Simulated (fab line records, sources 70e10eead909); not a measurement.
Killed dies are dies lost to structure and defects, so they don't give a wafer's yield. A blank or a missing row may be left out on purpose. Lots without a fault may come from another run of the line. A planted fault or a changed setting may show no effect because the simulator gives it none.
fab line records | flow nand_harc
record lots=6 wafers=18 last_day=33
route steps=1302 shown A_CONTACT@1105 A_BLC@1107
lots that met no fault: from a run of the same line without faults
start_h: hours from the record's first day to the start of the lot's first wafer shown | wait_h: hours since the lot's step before | " the same as in the row above | L1.1+2: a row that stands for several wafers | - no value, or no start given | * or withheld: withheld | < > ~ a bound
route shown NAME@n: a module of which the file shows steps, and the number in the route of the first | usual: mean/standard deviation of fault-free wafers | same: alike in all rows | chamber/n: place in a boat | sites: the reading at each site | _std_site: their standard deviation | _edge_site: outer sites' mean less inner sites' | radius_mm: how far each site lies from the wafer's centre | mask NAME#n: copy n | behind: the tool/chamber that last shaped the wafer | hold: why the lot was held/for how many hours/how that ended | device: the transistor (n, p or np) that didn't switch | end of line: the same wafers' tests at the end of the route | a step without rows: its recipe alone | killed: dies lost to structure and defects at the first sort, not the wafer's yield | map: a wafer's dies, x killed, . not, _ none there
set.NAME: the setting as run; set.NAME@STEP: as run at that earlier step | model.NAME: the simulator's own value behind a step, which no gauge read
lots at some steps of the route; a table a step, a row a wafer
services: from which hour (start_h, from the record's first day; less than 0 if before it) a tool's chamber was out of use, for how many hours, and why
## steps
# step NHARC_A_CONTACT_SRD_22
# step NHARC_A_CONTACT_INSPECT_23
# usual raw_defect_count=508/130
# columns lot.wafer tool chamber start_h wait_h raw_defect_count
L505.1 defect_inspect-01 - 531.41 0.1 387
L505.3 " - " " 339
L505.4 " - " " 375
L509.1 defect_inspect-01 - 587.41 0.1 617
L509.4 " - " " 738
L509.5 " - " " 645
L514.2 defect_inspect-01 - 633.94 0.1 301
L514.3 " - " " 566
L514.6 " - " " 359
L517.2 defect_inspect-02 - 650.24 0.1 421
L517.3 " - " " 555
L517.5 " - " " 559
L525.1 defect_inspect-01 - 728.08 0.1 516
L525.3 " - " " 463
L525.4 " - " " 522
L524.1 defect_inspect-01 - 742.90 0.1 636
L524.3 " - " " 641
L524.5 " - " " 775
# step NHARC_A_BLC_DEHYDRATE_00
# recipe temp_c=150 time_s=120
# step NHARC_A_BLC_HMDS_01
# recipe time_s=30
# step NHARC_A_BLC_COAT_02
# recipe temp_c=260 time_s=75
# step NHARC_A_BLC_COAT_03
# recipe temp_c=225 time_s=65
# step NHARC_A_BLC_COAT_04
# recipe spin_rpm=1500 resist_thk_nm=90
# step NHARC_A_BLC_SOFTBAKE_05
# recipe temp_c=105 time_s=55
# step NHARC_A_BLC_EBR_06
# step NHARC_A_BLC_EXPOSE_07
# recipe na=1.35 target_cd_nm=100 dose_mj=67.97 mask_id=A_BLC
# step NHARC_A_BLC_PEB_08
# recipe peb_temp_c=100 peb_time_s=65
# step NHARC_A_BLC_DEVELOP_09
# recipe develop_time_s=35 dev_temp_c=23
# usual chill_plate_temp_C=23.01/0.12 develop_time_s=35/0
# columns lot.wafer tool chamber start_h wait_h chill_plate_temp_C develop_time_s
L505.1 litho_track-01 0 531 - 22.92 35
L505.3 " 0 " " 23.04 35
L505.4 " 0 " " 22.92 35
L509.1 litho_track-06 0 587 - 23.25 35
L509.4 " 0 " " 23.28 35
L509.5 " 0 " " 23.14 35
L514.2 litho_track-01 - 634 - - -
L514.3 " - " " - -
L514.6 " - " " - -
L517.2 litho_track-06 - 650 - - -
L517.3 " - " " - -
L517.5 " - " " - -
L525.1 litho_track-01 0 728 - 22.85 35
L525.3 " 0 " " 22.74 35
L525.4 " 0 " " 22.77 35
L524.1 litho_track-04 0 743 - 23.02 35
L524.3 " 0 " " 23.03 35
L524.5 " 0 " " 22.95 35
# step NHARC_A_BLC_CD_MEAS_10
# recipe target_cd_nm=100 landing_energy_ev=500
# usual cd_nm=99.9/0.45
# columns lot.wafer tool chamber start_h wait_h cd_nm
L505.1 cd_sem-03 0 531.91 - 99.6
L505.3 " 0 " " 99.2
L505.4 " 0 " " 99.7
L509.1 cd_sem-02 0 587.79 - 99.9
L509.4 " 0 " " 99.8
L509.5 " 0 " " 99.9
L514.2 cd_sem-02 0 634.33 - -
L514.3 " 0 " " -
L514.6 " 0 " " -
L517.2 cd_sem-02 0 650.75 - -
L517.3 " 0 " " -
L517.5 " 0 " " -
L525.1 cd_sem-02 0 728.58 - 100.2
L525.3 " 0 " " 99.9
L525.4 " 0 " " 100.0
L524.1 cd_sem-01 0 743.28 - 99.3
L524.3 " 0 " " 99.7
L524.5 " 0 " " 99.4
## services
# columns tool chamber start_h hours kind
litho_track-06 - 529.00 7.0 pm
litho_track-04 - 553.00 7.0 pm
litho_track-04 - 637.99 - consumable_replace:filter
litho_track-06 - 641.76 - consumable_replace:filter
litho_track-01 - 680.00 7.0 pm
litho_track-06 - 704.00 7.0 pm
litho_track-04 - 728.00 7.0 pm
litho_track-01 - 738.97 - consumable_replace:filter
## key
first_sign step=NHARC_A_BLC_DEVELOP_09 reading=tool_record direction=missing
effect none on later readings
met_at NHARC_A_BLC_DEVELOP_09
struck_wafers L514.2,L514.3,L514.6,L517.2,L517.3,L517.5
later_rows_left_out L514.2,L514.3,L514.6,L517.2,L517.3,L517.5
sort_left_out L514.2,L514.3,L514.6,L517.2,L517.3,L517.5
tester_left_out L514,L517
onset_between 587 634
fault kind=skipped_step_whole tool=litho_track-01,litho_track-06 chamber=- onset_h=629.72 steps=NHARC_A_BLC_DEVELOP_09 scope=struck_lots_only
# tester_left_out: of these lots the tester's yield and bins aren't shown, on N5 and GAA mostly nor the transistor test; their killed dies are dies lost to structure and defects alone, not to doping, threshold or leakage, so they don't give the yield
# sort_left_out: the simulated sort isn't trusted on such a fault, so these wafers' sort isn't shown, and their yield isn't known
# later_rows_left_out: the simulator's readings of these wafers behind a module that went badly wrong aren't trusted and aren't shown, but for the sort
